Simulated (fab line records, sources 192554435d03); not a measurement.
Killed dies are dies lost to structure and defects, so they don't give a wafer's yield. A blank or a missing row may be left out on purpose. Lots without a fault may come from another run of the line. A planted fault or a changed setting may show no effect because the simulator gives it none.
Problem report in the 8D (eight disciplines) form, filled by code | flow n5_finfet | the parts of the form that need people (team, actions taken, sign-off) are left out

1. THE PROBLEM
spin_speed_rpm at N5_FIN_SAQP_COAT_68 reads a mean of 1556.1 rpm on 6 wafers of 2 lots; wafers without a fault read 1500.1 rpm with a standard deviation of 0.9. That is +62 standard deviations from the usual mean.
The step: time 60 s, resist thk 100 nm.
First seen on wafer L757.1, day 5 13:25, on litho_track-01. The record holds 18 wafers of 6 lots with a number at this step. Rule for "out", or "out of limits": more than 4 standard deviations from the usual mean. The other wafers with a number count as sound.

2. WHAT IT IS AND WHAT IT IS NOT
question                    | is                     | is not
which readings at this step | spin_speed_rpm         | resist_line_temp_C
which lots                  | L757, L760             | L744, L750, L758, L765
which wafers of those lots  | all that have a number | -
read on which tools         | litho_track-01         | litho_track-02, litho_track-03
when                        | from day 5 13:25       | up to then (6 sound wafers); but 6 sound wafers of L758, L765 came after

3. SUSPECTS, AND WHAT RULES EACH OUT
Counting: a tool at a process step up to the reading stays a suspect if it ran every lot that is out and no sound lot after the first of them.
- rie_si-05 at N5_FIN_SAQP_MANDREL_ETCH_58 (etches a-Si in HBr/Cl2, stops on SiNx, target depth 45 nm, bt time 10 s, time 27 s): kept. It ran every lot that is out, first L757 (day 5 12:56), and no sound lot after that.
- litho_track-01 at N5_FIN_SAQP_COAT_68 (time 60 s, resist thk 100 nm): kept. It ran every lot that is out, first L757 (day 5 13:25), and no sound lot after that; its last sound lot up to then is L750 (day 3 18:16). Its own readings are out on those wafers: spin_speed_rpm.
Left after counting: rie_si-05 at N5_FIN_SAQP_MANDREL_ETCH_58, litho_track-01 at N5_FIN_SAQP_COAT_68.

4. THE CAUSE (what the simulator had put in)
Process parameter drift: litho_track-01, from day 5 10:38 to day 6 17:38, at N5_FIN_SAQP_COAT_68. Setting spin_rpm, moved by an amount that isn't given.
Counting left 2 suspects, and this tool is among them.

5. THE CHAIN OF EFFECTS, in route order
Each row: a reading whose mean over the struck wafers that have a number lies more than 3 standard deviations from the usual. Only readings for which the record gives a usual standard deviation are gone through. hours: the time from each lot's start at the first step in this table that gives one to its start at this step, as a median over the lots. sigmas: the change in usual standard deviations.
hours | step                | reading        | usual      | on struck wafers | change | sigmas
0     | N5_FIN_SAQP_COAT_68 | spin_speed_rpm | 1500.1 rpm | 1556.1           | +56.0  | +62
The process steps in it:
- N5_FIN_SAQP_COAT_68: time 60 s, resist thk 100 nm.
Later measuring or inspecting steps at which every struck wafer that the step has a row for has a number for every such reading, and none has moved that far: N5_BEOL_M4_RC_MEAS_101.

6. WHAT WOULD HAVE CAUGHT IT SOONER
In this record the first reading out of limits was taken at day 5 13:25, 3 hours after the fault began at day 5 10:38.
